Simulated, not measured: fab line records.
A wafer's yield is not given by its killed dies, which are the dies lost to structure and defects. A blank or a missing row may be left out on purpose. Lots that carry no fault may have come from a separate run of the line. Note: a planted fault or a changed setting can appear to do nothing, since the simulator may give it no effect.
Chamber matching || flow n5_finfet || N5_DUMMY_REMOVAL_HM_STRIP_01 on rie_diel-01 has 4 sister chambers
The step strips SiNx in CH3F/O2, stops on poly-Si, target depth 4 nm, time 6.8 s. 20 wafers are shown with their chamber, then 10 later ones without.

## WAFERS WITH THEIR CHAMBER
{"wafer": "L079.1", "chamber": 3, "drypump_motor_current_A (A)": 6.6, "showerhead_plenum_p_Torr (Torr)": 2.10, "throttle_valve_pct (%)": 16.57}
{"wafer": "L079.2", "chamber": 0, "drypump_motor_current_A (A)": 5.5, "showerhead_plenum_p_Torr (Torr)": 2.04, "throttle_valve_pct (%)": 15.98}
{"wafer": "L079.3", "chamber": 2, "drypump_motor_current_A (A)": 5.7, "showerhead_plenum_p_Torr (Torr)": 1.98, "throttle_valve_pct (%)": 16.76}
{"wafer": "L081.1", "chamber": 0, "drypump_motor_current_A (A)": 5.6, "showerhead_plenum_p_Torr (Torr)": 2.04, "throttle_valve_pct (%)": 15.98}
{"wafer": "L081.2", "chamber": 1, "drypump_motor_current_A (A)": 6.6, "showerhead_plenum_p_Torr (Torr)": 1.91, "throttle_valve_pct (%)": 16.07}
{"wafer": "L081.5", "chamber": 3, "drypump_motor_current_A (A)": 6.6, "showerhead_plenum_p_Torr (Torr)": 2.09, "throttle_valve_pct (%)": 16.57}
{"wafer": "L083.2", "chamber": 2, "drypump_motor_current_A (A)": 5.7, "showerhead_plenum_p_Torr (Torr)": 1.98, "throttle_valve_pct (%)": 16.77}
{"wafer": "L083.4", "chamber": 3, "drypump_motor_current_A (A)": 6.6, "showerhead_plenum_p_Torr (Torr)": 2.09, "throttle_valve_pct (%)": 16.57}
{"wafer": "L083.6", "chamber": 2, "drypump_motor_current_A (A)": 5.7, "showerhead_plenum_p_Torr (Torr)": 1.98, "throttle_valve_pct (%)": 16.76}
{"wafer": "L086.2", "chamber": 1, "drypump_motor_current_A (A)": 6.6, "showerhead_plenum_p_Torr (Torr)": 1.90, "throttle_valve_pct (%)": 16.10}
{"wafer": "L086.3", "chamber": 0, "drypump_motor_current_A (A)": 5.6, "showerhead_plenum_p_Torr (Torr)": 2.04, "throttle_valve_pct (%)": 16.01}
{"wafer": "L086.5", "chamber": 1, "drypump_motor_current_A (A)": 6.6, "showerhead_plenum_p_Torr (Torr)": 1.90, "throttle_valve_pct (%)": 16.10}
{"wafer": "L087.1", "chamber": 2, "drypump_motor_current_A (A)": 5.7, "showerhead_plenum_p_Torr (Torr)": 1.98, "throttle_valve_pct (%)": 16.77}
{"wafer": "L087.4", "chamber": 3, "drypump_motor_current_A (A)": 6.6, "showerhead_plenum_p_Torr (Torr)": 2.09, "throttle_valve_pct (%)": 16.58}
{"wafer": "L087.5", "chamber": 3, "drypump_motor_current_A (A)": 6.6, "showerhead_plenum_p_Torr (Torr)": 2.09, "throttle_valve_pct (%)": 16.58}
{"wafer": "L089.1", "chamber": 2, "drypump_motor_current_A (A)": 5.7, "showerhead_plenum_p_Torr (Torr)": 1.97, "throttle_valve_pct (%)": 16.80}
{"wafer": "L089.5", "chamber": 1, "drypump_motor_current_A (A)": 6.6, "showerhead_plenum_p_Torr (Torr)": 1.90, "throttle_valve_pct (%)": 16.11}
{"wafer": "L089.6", "chamber": 0, "drypump_motor_current_A (A)": 5.5, "showerhead_plenum_p_Torr (Torr)": 2.04, "throttle_valve_pct (%)": 16.02}
{"wafer": "L090.3", "chamber": 1, "drypump_motor_current_A (A)": 6.6, "showerhead_plenum_p_Torr (Torr)": 1.90, "throttle_valve_pct (%)": 16.09}
{"wafer": "L090.4", "chamber": 3, "drypump_motor_current_A (A)": 6.6, "showerhead_plenum_p_Torr (Torr)": 2.09, "throttle_valve_pct (%)": 16.60}

SIGNATURES (means of the wafers above)
{"reading": "drypump_motor_current_A", "chamber 0": 5.550, "chamber 1": 6.600, "chamber 2": 5.700, "chamber 3": 6.600, "scatter within a chamber": 0.025}
{"reading": "showerhead_plenum_p_Torr", "chamber 0": 2.0400, "chamber 1": 1.9020, "chamber 2": 1.9780, "chamber 3": 2.0917, "scatter within a chamber": 0.0039}
{"reading": "throttle_valve_pct", "chamber 0": 15.9975, "chamber 1": 16.0940, "chamber 2": 16.7720, "chamber 3": 16.5783, "scatter within a chamber": 0.0157}
Rule: distance of a wafer from a chamber = root of the sum over the readings of ((wafer's reading minus chamber's mean) / reading's scatter) squared. The wafer belongs to the nearest chamber; if the next one is less than 2 further off, it can't be placed. The scatter: the root of (the sum of the squares of (reading less its chamber's mean) over the shown wafers, divided by (wafers less chambers)).

## WAFERS WHOSE CHAMBER IS MISSING
{"wafer": "L090.6", "drypump_motor_current_A (A)": 6.6, "showerhead_plenum_p_Torr (Torr)": 1.90, "throttle_valve_pct (%)": 16.10}
{"wafer": "L093.1", "drypump_motor_current_A (A)": 5.6, "showerhead_plenum_p_Torr (Torr)": 2.03, "throttle_valve_pct (%)": 16.02}
{"wafer": "L093.4", "drypump_motor_current_A (A)": 6.6, "showerhead_plenum_p_Torr (Torr)": 2.09, "throttle_valve_pct (%)": 16.60}
{"wafer": "L093.6", "drypump_motor_current_A (A)": 6.6, "showerhead_plenum_p_Torr (Torr)": 2.09, "throttle_valve_pct (%)": 16.60}
{"wafer": "L094.2", "drypump_motor_current_A (A)": 5.6, "showerhead_plenum_p_Torr (Torr)": 2.03, "throttle_valve_pct (%)": 16.04}
{"wafer": "L094.4", "drypump_motor_current_A (A)": 6.6, "showerhead_plenum_p_Torr (Torr)": 1.90, "throttle_valve_pct (%)": 16.15}
{"wafer": "L094.5", "drypump_motor_current_A (A)": 6.6, "showerhead_plenum_p_Torr (Torr)": 1.90, "throttle_valve_pct (%)": 16.11}
{"wafer": "L095.3", "drypump_motor_current_A (A)": 6.6, "showerhead_plenum_p_Torr (Torr)": 2.09, "throttle_valve_pct (%)": 16.63}
{"wafer": "L095.5", "drypump_motor_current_A (A)": 5.5, "showerhead_plenum_p_Torr (Torr)": 2.03, "throttle_valve_pct (%)": 16.05}
{"wafer": "L095.6", "drypump_motor_current_A (A)": 6.6, "showerhead_plenum_p_Torr (Torr)": 1.90, "throttle_valve_pct (%)": 16.13}

## EACH ONE'S CHAMBER
{"wafer": "L090.6", "from the rows above": 1, "in truth": 1}
{"wafer": "L093.1", "from the rows above": 0, "in truth": 0}
{"wafer": "L093.4", "from the rows above": 3, "in truth": 3}
{"wafer": "L093.6", "from the rows above": 3, "in truth": 3}
{"wafer": "L094.2", "from the rows above": 0, "in truth": 0}
{"wafer": "L094.4", "from the rows above": 1, "in truth": 1}
{"wafer": "L094.5", "from the rows above": 1, "in truth": 1}
{"wafer": "L095.3", "from the rows above": 3, "in truth": 3}
{"wafer": "L095.5", "from the rows above": 0, "in truth": 0}
{"wafer": "L095.6", "from the rows above": 1, "in truth": 1}
Placed correctly: 10 of 10. Left unplaced by these rows: 0. Wrongly placed: 0.
